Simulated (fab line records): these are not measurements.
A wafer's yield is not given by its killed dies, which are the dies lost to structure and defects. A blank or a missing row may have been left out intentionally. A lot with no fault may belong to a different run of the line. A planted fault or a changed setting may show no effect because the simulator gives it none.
Which tool was responsible? -- flow nand-harc -- 12 lots with 36 wafers sampled at 7 steps, on a route of 1302 steps

WHAT THE GAUGES SHOWED, per wafer
NHARC_A_BONDPAD_THK_MEAS_20: measures by xrf.
lot,measured,on,thk-nm (nm)
L566,day 24 03:45,film-metro-01,172.9 171.5 167.7
L569,day 24 08:54,film-metro-01,172.5 169.0 170.3
L568,day 24 23:52,film-metro-02,169.9 168.2 171.2
L575,day 26 19:43,film-metro-01,400.7 402.3 399.3
L574,day 27 01:14,film-metro-02,399.1 401.8 396.6
L577,day 28 05:46,film-metro-02,167.3 166.0 168.4
L579,day 30 01:22,film-metro-01,168.7 171.7 167.6
L583,day 30 04:07,film-metro-02,170.8 168.6 169.7
L585,day 31 02:23,film-metro-01,170.0 169.1 169.0
L584,day 31 13:08,film-metro-01,171.2 172.7 172.1
L589,day 33 00:37,film-metro-01,172.1 170.2 170.6
L588,day 33 08:47,film-metro-01,170.1 171.2 169.0

NHARC_A_BONDPAD_INSPECT_23.
lot,measured,on,raw-defect-count
L566,day 24 03:58,defect-inspect-01,516 502 519
L569,day 24 09:10,defect-inspect-01,582 671 460
L568,day 25 00:06,defect-inspect-01,490 505 607
L575,day 26 19:56,defect-inspect-02,3326 3416 3185
L574,day 27 01:26,defect-inspect-02,3170 3170 3142
L577,day 28 05:58,defect-inspect-02,649 565 693
L579,day 30 01:34,defect-inspect-01,417 371 514
L583,day 30 04:20,defect-inspect-02,467 411 562
L585,day 31 02:35,defect-inspect-02,483 570 502
L584,day 31 13:20,defect-inspect-02,492 429 419
L589,day 33 00:51,defect-inspect-02,867 614 616
L588,day 33 09:01,defect-inspect-02,695 601 455

NHARC_END_SORT_01.
lot,measured,on,defect-limited-yield (%),killed-at-array,killed-at-other,killed-at-periphery,killed-dies,killed-open,killed-short
L574,day 28 09:01,prober-02,0 0 0,674 673 674,3 3 1,0 1 2,677 677 677,2 4 3,4 2 3

WHAT TOOL EACH LOT RAN ON (gives the tool, then ch and the chambers of the sampled wafers, and finally the start)
lot,NHARC_A_M0_PVD_21,NHARC_A_M1_DESCUM_14,NHARC_A_M1_DEP_33,NHARC_A_BONDPAD_CMP_19
L566,"pvd-sputter-03, day 23 20:41 or earlier","rie-diel-10 ch 1,2, day 23 20:41","pecvd-02 ch 0,1,2, day 23 23:24","cmp-03 ch 0,1,3, day 24 03:29"
L569,"pvd-sputter-01, day 24 01:37 or earlier","rie-diel-12 ch 0,2,3, day 24 01:37","pecvd-02 ch 0,1,2, day 24 04:26","cmp-02 ch 1,2,3, day 24 08:39"
L568,"pvd-sputter-01, day 24 03:25 or earlier","rie-diel-10 ch 0,2,3, day 24 03:25","pecvd-01 ch 0,1,2, day 24 06:30","cmp-03 ch 0,1,3, day 24 23:32"
L575,"pvd-sputter-01, day 26 12:36 or earlier","rie-diel-10 ch 2,3, day 26 12:36","pecvd-03 ch 0,1, day 26 15:23","cmp-02 ch 0,1,3, day 26 19:24"
L574,"pvd-sputter-03, day 26 18:15 or earlier","rie-diel-05 ch 0,2,3, day 26 18:15","pecvd-01 ch 0,1,2, day 26 20:58","cmp-04 ch 0,2,3, day 27 00:55"
L577,"pvd-sputter-01, day 27 22:39 or earlier","rie-diel-12 ch 0,1,2, day 27 22:39","pecvd-01 ch 0,2, day 28 01:23","cmp-02 ch 1,2,3, day 28 05:26"
L579,"pvd-sputter-03, day 29 17:42 or earlier","rie-diel-05 ch 1,2, day 29 17:42","pecvd-01 ch 0,1,2, day 29 20:52","cmp-04 ch 0,2,3, day 30 01:06"
L583,"pvd-sputter-01, day 29 20:43 or earlier","rie-diel-12 ch 0,1,3, day 29 20:43","pecvd-01 ch 0,1,2, day 29 23:50","cmp-02 ch 1,2, day 30 03:49"
L585,"pvd-sputter-01, day 30 19:28 or earlier","rie-diel-12 ch 0,1,3, day 30 19:28","pecvd-02 ch 0,1,2, day 30 22:17","cmp-03 ch 0,3, day 31 02:05"
L584,"pvd-sputter-03, day 31 06:11 or earlier","rie-diel-10 ch 1,2, day 31 06:11","pecvd-01 ch 0,1,2, day 31 09:01","cmp-04 ch 1,2,3, day 31 12:53"
L589,"pvd-sputter-02, day 32 17:29 or earlier","rie-diel-10 ch 0,3, day 32 17:29","pecvd-03 ch 0,1,2, day 32 20:14","cmp-02 ch 0,1,2, day 33 00:20"
L588,"pvd-sputter-02, day 33 01:38 or earlier","rie-diel-10 ch 1,3, day 33 01:38","pecvd-03 ch 0,1, day 33 04:21","cmp-03 ch 0,2, day 33 08:30"
- NHARC_A_M0_PVD_21: deposits Cu, target thk 30 nm, time 20.49 s.
- NHARC_A_M1_DESCUM_14: chemistry O2, time 3 s.
- NHARC_A_M1_DEP_33: deposits SiCN, target thk 30 nm.
- NHARC_A_BONDPAD_CMP_19: polishes, t overpolish 30 s, cu recess touch 16 s, target thk 169.82 nm.

WHAT THE TOOLS THEMSELVES READ (means of the sampled wafers that have a number; where no wafer has one, the mark that the record gives instead)
NHARC_A_M0_PVD_21.
lot,tool,throttle-valve-pct (%)
L566,pvd-sputter-03,30.0
L569,pvd-sputter-01,28.4
L568,pvd-sputter-01,29.5
L575,pvd-sputter-01,29.8
L574,pvd-sputter-03,30.2
L577,pvd-sputter-01,29.5
L579,pvd-sputter-03,30.2
L583,pvd-sputter-01,29.9
L585,pvd-sputter-01,29.9
L584,pvd-sputter-03,29.6
L589,pvd-sputter-02,29.9
L588,pvd-sputter-02,30.4

NHARC_A_M1_DESCUM_14.
lot,tool,drypump-motor-current-A (A),oes-product-au (a.u.),rf-vpp-V (V),showerhead-plenum-p-Torr (Torr),throttle-valve-pct (%)
L566,rie-diel-10,5.5,0.993,57.8,1.91,11.312
L569,rie-diel-12,5.6,1.002,57.9,1.86,11.309
L568,rie-diel-10,5.6,0.996,58.2,1.92,11.307
L575,rie-diel-10,5.8,0.992,57.5,1.94,11.305
L574,rie-diel-05,5.6,0.997,57.8,1.92,11.307
L577,rie-diel-12,5.2,1.003,58.1,1.91,11.312
L579,rie-diel-05,5.3,0.988,58.4,1.99,11.308
L583,rie-diel-12,5.4,1.002,57.4,1.87,11.317
L585,rie-diel-12,5.4,1.003,57.7,1.87,11.323
L584,rie-diel-10,5.5,1.002,57.8,1.91,11.309
L589,rie-diel-10,6.0,0.996,58.0,1.98,11.306
L588,rie-diel-10,6.1,1.004,57.7,1.99,11.311

NHARC_A_M1_DEP_33.
lot,tool,heater-power-outer-w (W),heater-power-w (W)
L566,pecvd-02,345,594
L569,pecvd-02,349,589
L568,pecvd-01,338,611
L575,pecvd-03,354,622
L574,pecvd-01,361,623
L577,pecvd-01,326,595
L579,pecvd-01,342,601
L583,pecvd-01,332,586
L585,pecvd-02,345,582
L584,pecvd-01,318,561
L589,pecvd-03,368,631
L588,pecvd-03,334,585

NHARC_A_BONDPAD_CMP_19.
lot,tool,edge-zone-pressure-frac,motor-current-A (A),overpolish-run-s (s)
L566,cmp-03,0.997,12.7,30.011
L569,cmp-02,0.997,11.6,30.000
L568,cmp-03,1.001,12.7,30.004
L575,cmp-02,-,-,-
L574,cmp-04,-,-,-
L577,cmp-02,0.999,11.9,29.999
L579,cmp-04,0.996,12.5,29.999
L583,cmp-02,1.003,12.3,29.993
L585,cmp-03,0.999,13.4,30.006
L584,cmp-04,1.000,11.9,29.993
L589,cmp-02,1.006,12.5,29.999
L588,cmp-03,1.005,13.4,30.000

THE ANSWER, worked out from the rows above alone
Rule: what is usual is taken from the lots themselves. The widest of any qualifying gaps counts: lots, ordered by their means at a reading, are off when they make up no more than a third of the lots, leave a main group of 4 or more, and stand apart from it by 3 or more times the standard deviation of that group's means. If all means in a main group match to the digits the tables above print for the reading, that group is not used. Also off: a lot with no number at a reading for which 4 or more lots have one. All remaining lots with rows at the step are treated as sound. The gauges are gone through in route order, then the tools' own readings, and for those a lot's mean is taken as printed above. At the first step where some lot is off, the reading lying furthest off is the one used; lots without a number count as furthest.
Off, at NHARC_A_BONDPAD_THK_MEAS_20 on thk-nm: L575, L574. Main group: mean 170.0 nm, sd 1.2.
If a tool, at a process step before that reading, ran all the lots that are off and no sound lot after the first of them, it fits. Not tried: the gauges at NHARC_A_BONDPAD_THK_MEAS_20; whatever is off there is also off at NHARC_A_BONDPAD_INSPECT_23, on other tools, and gauge error can't account for it. NHARC_A_M0_PVD_21 gives no start for some lots, so the hours and the order of its lots are those of NHARC_A_M1_DESCUM_14. Not one of the candidates tried fits.

WHAT HAD BEEN PUT IN BY THE SIMULATOR
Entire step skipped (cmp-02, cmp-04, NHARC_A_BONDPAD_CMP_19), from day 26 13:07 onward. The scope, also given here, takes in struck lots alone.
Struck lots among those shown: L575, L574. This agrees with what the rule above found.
